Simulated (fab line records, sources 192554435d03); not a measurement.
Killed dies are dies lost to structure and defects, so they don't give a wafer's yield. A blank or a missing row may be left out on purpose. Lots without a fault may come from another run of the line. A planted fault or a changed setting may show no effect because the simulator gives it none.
fab line records | flow n5_finfet
record lots=5 wafers=15 last_day=18
route steps=1938 shown HKMG_FIN@430 PASSIVATION@1936
lots that met no fault: from a run of the same line without faults
start_h: hours from the record's first day to the start of the lot's first wafer shown | wait_h: hours since the lot's step before | " the same as in the row above | L1.1+2: a row that stands for several wafers | - no value, or no start given | * or withheld: withheld | < > ~ a bound
route shown NAME@n: a module of which the file shows steps, and the number in the route of the first | usual: mean/standard deviation of fault-free wafers | same: alike in all rows | chamber/n: place in a boat | sites: the reading at each site | _std_site: their standard deviation | _edge_site: outer sites' mean less inner sites' | radius_mm: how far each site lies from the wafer's centre | mask NAME#n: copy n | behind: the tool/chamber that last shaped the wafer | hold: why the lot was held/for how many hours/how that ended | device: the transistor (n, p or np) that didn't switch | end of line: the same wafers' tests at the end of the route | a step without rows: its recipe alone | killed: dies lost to structure and defects at the first sort, not the wafer's yield | map: a wafer's dies, x killed, . not, _ none there
set.NAME: the setting as run; set.NAME@STEP: as run at that earlier step | model.NAME: the simulator's own value behind a step, which no gauge read
lots at some steps of the route; a table a step, a row a wafer
services: from which hour (start_h, from the record's first day; less than 0 if before it) a tool's chamber was out of use, for how many hours, and why
## steps
# step N5_HKMG_FIN_CD_MEAS_12
# recipe target_cd_nm=92.8 landing_energy_ev=500 detector=se_inlens
# usual cd_nm=93.0/0.51
# same landing_energy_ev=500
# columns lot.wafer tool chamber start_h wait_h cd_nm
L848.3 cd_sem-01 0 106.16 - 92.5
L848.4 " 0 " " 93.3
L848.6 " 0 " " 92.8
L856.2 cd_sem-02 0 155.44 - 93.7
L856.4 " 0 " " 93.8
L856.6 " 0 " " 93.7
L860.3 cd_sem-03 0 176.14 - 93.3
L860.4 " 0 " " 94.1
L860.6 " 0 " " 93.7
L864.1 cd_sem-03 0 194.23 - 92.7
L864.4 " 0 " " 92.0
L864.6 " 0 " " 93.0
L867.2 cd_sem-01 0 211.44 - 93.3
L867.4 " 0 " " 92.1
L867.6 " 0 " " 92.6
# step N5_HKMG_FIN_OVL_MEAS_13
# recipe points_per_wafer=44
# usual NWFM_OVL=0.1/0.61
# columns lot.wafer tool chamber start_h wait_h NWFM_OVL[nm]
L848.3 overlay-02 0 106.19 0.0 -0.9
L848.4 " 0 " " 0.5
L848.6 " 0 " " 0.0
L856.2 overlay-01 0 155.47 0.0 1.1
L856.4 " 0 " " 0.7
L856.6 " 0 " " 1.4
L860.3 overlay-02 0 176.17 0.0 0.4
L860.4 " 0 " " 0.0
L860.6 " 0 " " 0.5
L864.1 overlay-02 0 194.26 0.0 -0.4
L864.4 " 0 " " -0.2
L864.6 " 0 " " -0.3
L867.2 overlay-02 0 211.47 0.0 0.3
L867.4 " 0 " " -0.6
L867.6 " 0 " " -0.3
# step N5_HKMG_FIN_INSPECT_14
# recipe mode=adi inspect_instrument=macro
# usual raw_defect_count=2.0/1.5
# columns lot.wafer tool chamber start_h wait_h raw_defect_count
L848.3 defect_inspect-02 - 106.21 0.0 3
L848.4 " - " " 2
L848.6 " - " " 2
L856.2 defect_inspect-01 - 155.49 0.0 1
L856.4 " - " " 1
L856.6 " - " " 1
L860.3 defect_inspect-01 - 176.20 0.0 2
L860.4 " - " " 2
L860.6 " - " " 2
L864.1 defect_inspect-02 - 194.29 0.0 0
L864.4 " - " " 1
L864.6 " - " " 4
L867.2 defect_inspect-02 - 211.49 0.0 3
L867.4 " - " " 1
L867.6 " - " " 1
# step N5_HKMG_FIN_DESCUM_17
# recipe chemistry=O2 time_s=7.9 source_power_w=50 bias_power_w=20 pressure_mtorr=20 rf_frequency_hz=2.712e+07 temp_c=40 resist=CAR-ArF o2_flow_sccm=225
# usual drypump_motor_current_A=5.6/0.41 oes_product_au=0.77/0.075 rf_vpp_V=243.2/1.4 showerhead_plenum_p_Torr=2.10/0.063 throttle_valve_pct=20.38/0.21
# columns lot.wafer tool chamber start_h wait_h drypump_motor_current_A oes_product_au rf_hours_counter_h rf_vpp_V showerhead_plenum_p_Torr throttle_valve_pct
L848.3 rie_diel-04 3 106.80 0.6 6.4 0.96 7 247.3 2.15 20.44
L848.4 " 0 " " 6.7 0.70 228 241.4 1.98 20.76
L848.6 " 3 " " 6.4 0.97 - 243.9 2.15 20.43
L856.2 rie_diel-02 1 155.53 0.0 6.2 0.73 207 244.4 2.15 20.28
L856.4 " 2 " " 5.2 0.71 221 242.6 2.17 20.83
L856.6 " 2 " " 5.2 0.71 - 244.3 2.17 20.81
L860.3 rie_diel-02 3 176.23 0.0 5.6 0.74 171 243.1 2.09 20.37
L860.4 " 0 " " 5.3 0.72 200 242.1 2.01 20.42
L860.6 " 1 " " 6.2 0.72 - 244.1 2.15 20.29
L864.1 rie_diel-02 2 194.75 0.5 5.2 0.70 234 244.3 2.16 20.82
L864.4 " 1 " " 6.2 0.71 219 245.1 2.14 20.30
L864.6 " 3 " " 5.6 0.73 - 242.5 2.08 20.39
L867.2 rie_diel-03 3 211.52 0.0 5.7 0.94 8 245.4 2.23 20.27
L867.4 " 1 " " 5.3 0.83 85 243.2 2.12 20.21
L867.6 " 0 " " 5.6 0.71 - 242.2 2.06 20.25
# step N5_HKMG_FIN_ETCH_31
# recipe chemistry=CF4 target=SiARC target_depth_a=455 mask_material=CAR-ArF time_s=75.8 ion_energy_ev=80 pressure_mtorr=40 source_w=545 bias_w=36 Ar_flow_sccm=100 cf4_flow_sccm=100 ends=cleared
# usual drypump_motor_current_A=5.6/0.41 etch_rf_on_time_s=75.6/1.7 oes_product_au=0.66/0.063 rf_vpp_V=184.1/1.2 showerhead_plenum_p_Torr=2.14/0.062 throttle_valve_pct=15.56/0.2
# columns lot.wafer tool chamber start_h wait_h drypump_motor_current_A etch_rf_on_time_s oes_product_au rf_hours_counter_h rf_vpp_V showerhead_plenum_p_Torr throttle_valve_pct
L848.3 rie_diel-04 3 106.83 0.0 6.4 76.1 0.81 7 186.3 2.20 15.52
L848.4 " 0 " " 6.7 75.7 0.59 228 183.3 2.03 15.92
L848.6 " 3 " " 6.4 76.2 0.81 - 184.1 2.20 15.54
L856.2 rie_diel-02 1 155.56 0.0 6.2 77.4 0.61 207 185.9 2.21 15.59
L856.4 " 2 " " 5.3 76.6 0.61 221 184.8 2.20 15.94
L856.6 " 2 " " 5.2 76.9 0.60 - 186.1 2.20 15.94
L860.3 rie_diel-02 3 176.26 0.0 5.6 72.4 0.65 171 183.1 2.13 15.57
L860.4 " 0 " " 5.3 76.4 0.60 200 181.6 2.04 15.53
L860.6 " 1 " " 6.2 77.2 0.60 - 184.2 2.21 15.60
L864.1 rie_diel-02 2 194.79 0.0 5.2 76.7 0.60 234 186.0 2.20 15.96
L864.4 " 1 " " 6.2 78.4 0.60 219 184.5 2.20 15.63
L864.6 " 3 " " 5.6 72.3 0.64 - 183.7 2.13 15.60
L867.2 rie_diel-03 3 211.56 0.0 5.7 74.9 0.81 8 185.5 2.27 15.41
L867.4 " 1 " " 5.3 77.3 0.69 85 184.0 2.16 15.39
L867.6 " 0 " " 5.6 74.2 0.62 - 183.0 2.12 15.52
# step N5_HKMG_FIN_ETCH_32
# recipe chemistry=N2/H2 target=SOC target_depth_a=2400 temp_c=40 time_s=300 ion_energy_ev=200 mask_material=SiARC pressure_mtorr=30 source_w=840 bias_w=150 n2_flow_sccm=200 h2_flow_sccm=200
# usual drypump_motor_current_A=5.6/0.41 oes_product_au=0.77/0.075 rf_vpp_V=524.0/2.3 showerhead_plenum_p_Torr=2.55/0.083 throttle_valve_pct=17.82/0.26
# columns lot.wafer tool chamber start_h wait_h drypump_motor_current_A oes_product_au rf_hours_counter_h rf_vpp_V showerhead_plenum_p_Torr throttle_valve_pct
L848.3 rie_diel-04 3 106.89 0.0 6.4 0.95 7 525.2 2.60 17.74
L848.4 " 0 " " 6.7 0.69 228 520.8 2.42 18.22
L848.6 " 3 " " 6.4 0.95 - 525.0 2.60 17.74
L856.2 rie_diel-02 1 155.62 0.0 6.2 0.71 207 526.7 2.63 17.88
L856.4 " 2 " " 5.2 0.71 222 525.1 2.64 18.37
L856.6 " 2 " " 5.2 0.71 - 525.7 2.64 18.35
L860.3 rie_diel-02 3 176.32 0.0 5.6 0.76 171 524.2 2.53 17.83
L860.4 " 0 " " 5.3 0.72 200 520.0 2.40 17.57
L860.6 " 1 " " 6.2 0.71 - 526.1 2.63 17.90
L864.1 rie_diel-02 2 194.84 0.0 5.2 0.70 234 525.8 2.64 18.38
L864.4 " 1 " " 6.2 0.71 219 525.7 2.63 17.90
L864.6 " 3 " " 5.6 0.75 - 523.7 2.53 17.85
L867.2 rie_diel-03 3 211.61 0.0 5.7 0.95 8 528.8 2.70 17.59
L867.4 " 1 " " 5.3 0.82 85 524.0 2.58 17.57
L867.6 " 0 " " 5.6 0.72 - 523.0 2.53 17.98
# step N5_HKMG_FIN_STRIP_33
# recipe chemistry=N2/H2 temp_c=40 n2_flow_sccm=200 h2_flow_sccm=200 rf_frequency_hz=6e+07
# step N5_HKMG_FIN_STRIP_34
# recipe chemistry=CF4 resist=SiARC power_w=300 bias_power_w=75 pressure_mtorr=50 cf4_flow_sccm=150 rf_frequency_hz=6e+07
# usual drypump_motor_current_A=5.6/0.41 oes_product_au=0.76/0.071 rf_vpp_V=271.1/1.4 showerhead_plenum_p_Torr=1.80/0.049 throttle_valve_pct=13.55/0.2
# columns lot.wafer tool chamber start_h wait_h drypump_motor_current_A oes_product_au rf_hours_counter_h rf_vpp_V showerhead_plenum_p_Torr throttle_valve_pct
L848.3 rie_diel-04 3 107.08 0.0 6.4 0.93 7 272.0 1.83 13.41
L848.4 " 0 " " 6.7 0.69 228 269.1 1.70 13.93
L848.6 " 3 " " 6.4 0.93 - 272.3 1.83 13.41
L856.2 rie_diel-02 1 155.81 0.0 6.2 0.71 207 270.0 1.84 13.55
L856.4 " 2 " " 5.2 0.70 222 271.8 1.84 13.92
L856.6 " 2 " " 5.2 0.71 - 271.8 1.84 13.91
L860.3 rie_diel-02 3 176.51 0.0 5.6 0.72 171 270.5 1.77 13.53
L860.4 " 0 " " 5.3 0.71 200 269.0 1.73 13.59
L860.6 " 1 " " 6.2 0.71 - 274.7 1.84 13.57
L864.1 rie_diel-02 2 195.03 0.0 5.2 0.69 234 272.0 1.83 13.94
L864.4 " 1 " " 6.2 0.71 219 272.8 1.83 13.58
L864.6 " 3 " " 5.6 0.72 - 271.7 1.77 13.51
L867.2 rie_diel-03 3 211.81 0.0 5.7 0.95 8 272.2 1.90 13.32
L867.4 " 1 " " 5.3 0.81 86 271.6 1.83 13.42
L867.6 " 0 " " 5.6 0.72 - 269.9 1.78 13.55
# step N5_HKMG_FIN_ETCH_35
# recipe chemistry=N2/H2 target=SOC target_depth_a=2158 ion_energy_ev=65 bias_w=5 source_w=3000 time_s=243.4 pressure_mtorr=30 n2_flow_sccm=200 h2_flow_sccm=200
# usual drypump_motor_current_A=5.6/0.41 oes_product_au=0.77/0.075 rf_vpp_V=141.6/1.1 showerhead_plenum_p_Torr=2.55/0.083 throttle_valve_pct=17.82/0.27
# columns lot.wafer tool chamber start_h wait_h drypump_motor_current_A oes_product_au rf_hours_counter_h rf_vpp_V showerhead_plenum_p_Torr throttle_valve_pct
L848.3 rie_diel-04 3 107.10 0.0 6.4 0.95 7 143.4 2.60 17.73
L848.4 " 0 " " 6.7 0.69 229 140.6 2.42 18.23
L848.6 " 3 " " 6.4 0.95 - 141.9 2.60 17.75
L856.2 rie_diel-02 1 155.83 0.0 6.3 0.72 207 140.1 2.63 17.90
L856.4 " 2 " " 5.3 0.70 222 142.3 2.64 18.36
L856.6 " 2 " " 5.2 0.71 - 142.8 2.64 18.36
L860.3 rie_diel-02 3 176.53 0.0 5.6 0.75 171 142.4 2.53 17.82
L860.4 " 0 " " 5.3 0.71 200 140.4 2.40 17.59
L860.6 " 1 " " 6.3 0.71 - 142.3 2.63 17.91
L864.1 rie_diel-02 2 195.05 0.0 5.2 0.70 234 143.5 2.64 18.38
L864.4 " 1 " " 6.2 0.71 219 141.7 2.63 17.93
L864.6 " 3 " " 5.7 0.75 - 141.7 2.53 17.85
L867.2 rie_diel-03 3 211.83 0.0 5.7 0.95 8 141.4 2.70 17.60
L867.4 " 1 " " 5.3 0.82 86 141.6 2.58 17.57
L867.6 " 0 " " 5.6 0.73 - 141.7 2.53 17.98
# step N5_HKMG_FIN_STRIP_92
# recipe chemistry=N2/H2 material=SOC time_s=20 power_w=500 temp_c=40 pressure_mtorr=50 rf_frequency_hz=6e+07 bias_power_w=8 h2_frac=0.5 n2_flow_sccm=300 h2_flow_sccm=300
# step N5_HKMG_FIN_WET_ETCH_18
# recipe chemistry=SC1 target=TiN mix=1:1:5 temp_c=* time_s=55 target_depth_nm=5.2 dry=ipa_marangoni rinse_time_s=30 rinse_temp_c=23
# step N5_HKMG_FIN_STRIP_19
# recipe chemistry=N2/H2 power_w=2500 temp_c=300 h2_frac=0.65 time_s=360 pressure_mtorr=withheld n2_flow_sccm=1750 h2_flow_sccm=3250
# step N5_HKMG_FIN_ALD_91
# recipe material=TiN target_thk_a=10 temp_c=400 ald_precursor_family=TiCl4 ald_co_reactant=NH3 pulse_time_s=1 purge_time_s=3 co_reactant_purge_time_s=2 co_reactant_pulse_time_s=2 ald_cycles=47 pressure_torr=3
# usual ald_cycles=47/0 chamber_pressure_Torr=3.000/0.0064 heater_power_w=847/84 precursor_pulse_height_rel=1.001/0.02
# same co_reactant_pulse_time_s=2
# columns lot.wafer tool chamber start_h wait_h ald_cycles chamber_pressure_Torr heater_power_w precursor_pulse_height_rel
L848.3 ald_metal-02 3 107.78 0.1 47 3.004 859 1.009
L848.4 " 2 " " 47 2.998 874 1.023
L848.6 " 3 " " 47 3.001 848 1.039
L856.2 ald_metal-02 1 156.51 0.3 47 2.982 859 1.003
L856.4 " 0 " " 39 3.001 830 1.004
L856.6 " 1 " " 47 2.997 865 1.033
L860.3 ald_metal-01 0 177.21 0.1 47 3.001 765 0.981
L860.4 " 1 " " 47 2.993 917 0.971
L860.6 " 1 " " 47 2.993 918 1.006
L864.1 ald_metal-04 0 195.73 0.3 47 2.994 928 0.993
L864.4 " 1 " " 47 3.003 962 1.025
L864.6 " 0 " " 47 3.002 943 0.992
L867.2 ald_metal-01 3 212.50 0.3 47 2.999 790 0.999
L867.4 " 1 " " 47 3.011 932 1.008
L867.6 " 0 " " 47 2.999 789 0.978
# step N5_HKMG_FIN_COAT_85
# recipe resist=SOC temp_c=250 time_s=60 spin_rpm=1500 resist_thk_nm=300
# step N5_PASSIVATION_PROBE_49
# usual killed_at_M0_to_M3=37/12 killed_at_M4_up=14/5.3 killed_at_contacts=12/6.2 killed_at_front_end=41/11 killed_at_other=3.7/2.9 killed_dies=107/17 killed_open=71/12 killed_short=34/7.9
# same gross_dies=1180 killed_at_back_side=0
# columns lot.wafer tool chamber start_h wait_h killed_at_M0_to_M3 killed_at_M4_up killed_at_contacts killed_at_front_end killed_at_other killed_dies killed_open killed_short
L856.4 prober-01 - 353.51 0.2 44 15 7 43 2 111 62 34
L864.1 prober-02 - 409.52 0.0 21 17 8 43 2 91 74 17
L864.4 prober-02 - 409.67 0.2 28 11 10 64 6 119 71 46
L864.6 prober-02 - 409.77 0.3 30 33 19 42 8 132 87 44
# killed by level:class
L856.4 BEOL_M2:geometric_particle:open=13 HKMG_FIN:area_ald=12 BEOL_M4:geometric_particle:open=10 BEOL_M1:geometric_particle:open=9 GATE_CUT:geometric_particle:short=8 FIN_SAQP:geometric_particle:short=7 MOL_CONTACT_COAG:geometric_particle:open=7 BEOL_M0_SAQP:geometric_particle:short=7
L864.1 STI_FIN_REVEAL:geometric_particle:open=12 BEOL_M4:geometric_particle:open=9 DUMMY_GATE:geometric_particle:open=8 FIN_SAQP:geometric_particle:open=7 MOL_CONTACT_COAG:geometric_particle:open=6 BEOL_M0_SAQP:geometric_particle:open=6 FIN_SAQP:geometric_particle:short=5 BEOL_M0:geometric_particle:open=5
L864.4 STI_FIN_REVEAL:geometric_particle:open=19 FIN_SAQP:geometric_particle:open=12 FIN_SAQP:geometric_particle:short=10 MOL_CONTACT_COAG:geometric_particle:open=9 BEOL_M0_SAQP:geometric_particle:short=9 BEOL_M0_SAQP:geometric_particle:open=6 DUMMY_GATE:geometric_particle:open=5 BEOL_M2:geometric_particle:open=5
L864.6 MOL_CONTACT_COAG:geometric_particle:open=15 FIN_SAQP:geometric_particle:open=14 BEOL_M4:geometric_particle:open=12 FIN_SAQP:geometric_particle:short=9 BEOL_M0_SAQP:geometric_particle:open=9 BEOL_M0_SAQP:geometric_particle:short=8 BEOL_M5:geometric_particle:open=8 GATE_CUT:geometric_particle:short=6
## services
# columns tool chamber start_h hours kind
ald_metal-04 - 118.44 2.8 pm
ald_metal-01 3 119.98 5.4 repair
ald_metal-02 3 130.22 107.3 repair
rie_diel-02 - 145.40 4.3 pm
rie_diel-03 3 158.12 - clean
rie_diel-03 3 158.12 - consumable_replace:focus_ring
rie_diel-03 3 158.12 - consumable_replace:showerhead
rie_diel-03 3 158.12 16.4 scheduled_down
rie_diel-03 3 158.12 16.4 vent_cycle
rie_diel-02 - 163.03 3.2 repair
rie_diel-04 0 165.28 - clean
rie_diel-04 0 165.28 - consumable_replace:focus_ring
rie_diel-04 0 165.28 - consumable_replace:showerhead
rie_diel-04 0 165.28 18.7 scheduled_down
rie_diel-04 0 165.28 18.7 vent_cycle
rie_diel-04 1 184.08 - clean
rie_diel-04 1 184.08 - consumable_replace:focus_ring
rie_diel-04 1 184.08 16.1 scheduled_down
rie_diel-04 1 184.08 16.1 vent_cycle
rie_diel-03 3 189.80 9.6 repair
## key
first_sign step=N5_HKMG_FIN_ALD_91 reading=ald_cycles direction=down sigmas=99+ usual=* struck=*
effect none on later readings
met_at N5_HKMG_FIN_ALD_91
struck_wafers L856.4
tester_left_out L856
onset_between 107.78 156.51
fault kind=process_parameter_drift tool=ald_metal-02 chamber=- onset_h=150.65 steps=N5_HKMG_FIN_ALD_91 channel=ald_cycles offset=* shape=step end_h=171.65 scope=struck_wafers_only acts_in=* stated=*
# tester_left_out: of these lots the tester's yield and bins aren't shown, on N5 and GAA mostly nor the transistor test; their killed dies are dies lost to structure and defects alone, not to doping, threshold or leakage, so they don't give the yield
